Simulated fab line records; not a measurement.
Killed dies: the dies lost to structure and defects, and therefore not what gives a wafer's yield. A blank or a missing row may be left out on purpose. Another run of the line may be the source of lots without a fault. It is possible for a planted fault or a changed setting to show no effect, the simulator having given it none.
Matching of chambers	flow nand_harc	4 sister chambers for NHARC_P_CONTACT_ALD_22 on ald_metal-01
The step deposits TiN, target thk 3 nm, pulse time 1 s, ald cycles 150. 14 wafers are shown with their chamber, then 7 later ones without.

## WAFERS PAIRED WITH THEIR CHAMBERS
wafer	chamber	heater_power_w (W)	precursor_pulse_height_rel
L076.2	0	1165	1.006
L076.4	1	981	0.996
L076.6	3	1305	0.997
L079.2	0	1152	0.953
L079.4	2	1168	1.011
L079.6	2	1187	0.961
L082.1	0	1239	0.999
L082.4	1	1033	1.017
L082.6	1	981	1.020
L088.2	3	1233	0.978
L088.4	0	1233	0.996
L088.6	1	1006	0.997
L090.1	1	1023	0.998
L090.4	2	1158	1.000

SIGNATURES (means of the wafers above)
reading	chamber 0	chamber 1	chamber 2	chamber 3	scatter within a chamber
heater_power_w	1197.25	1004.80	1171.00	1269.00	33.8
precursor_pulse_height_rel	0.98850	1.00560	0.99067	0.98750	0.0196
Rule: a wafer lies at a distance from a chamber equal to the root of the sum of squares, over the readings, of (its reading less the chamber's mean, divided by the reading's scatter). The wafer belongs to the nearest chamber; if the next one is less than 2 further off, it can't be placed. The scatter: take each reading less its chamber's mean, square it, sum over the shown wafers, divide by the number of wafers less the number of chambers, and take the root.

## WAFERS WITHOUT THEIR CHAMBER
wafer	heater_power_w (W)	precursor_pulse_height_rel
L090.5	1011	0.961
L092.4	1142	1.023
L092.5	1148	0.998
L092.6	1029	1.011
L093.2	1243	1.017
L093.3	1167	1.033
L093.6	1227	0.991

## CHAMBER TAKEN BY EACH
wafer	from the rows above	in truth
L090.5	1	1
L092.4	can't be placed: 2 or 0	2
L092.5	can't be placed: 2 or 0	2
L092.6	1	1
L093.2	can't be placed: 3 or 0 or 2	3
L093.3	can't be placed: 2 or 0 or 3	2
L093.6	can't be placed: 0 or 3 or 2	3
Correct placement for 2 of the 7. These rows do not allow placing 5 (true chamber among the candidates in 5). Wrongly placed: 0.
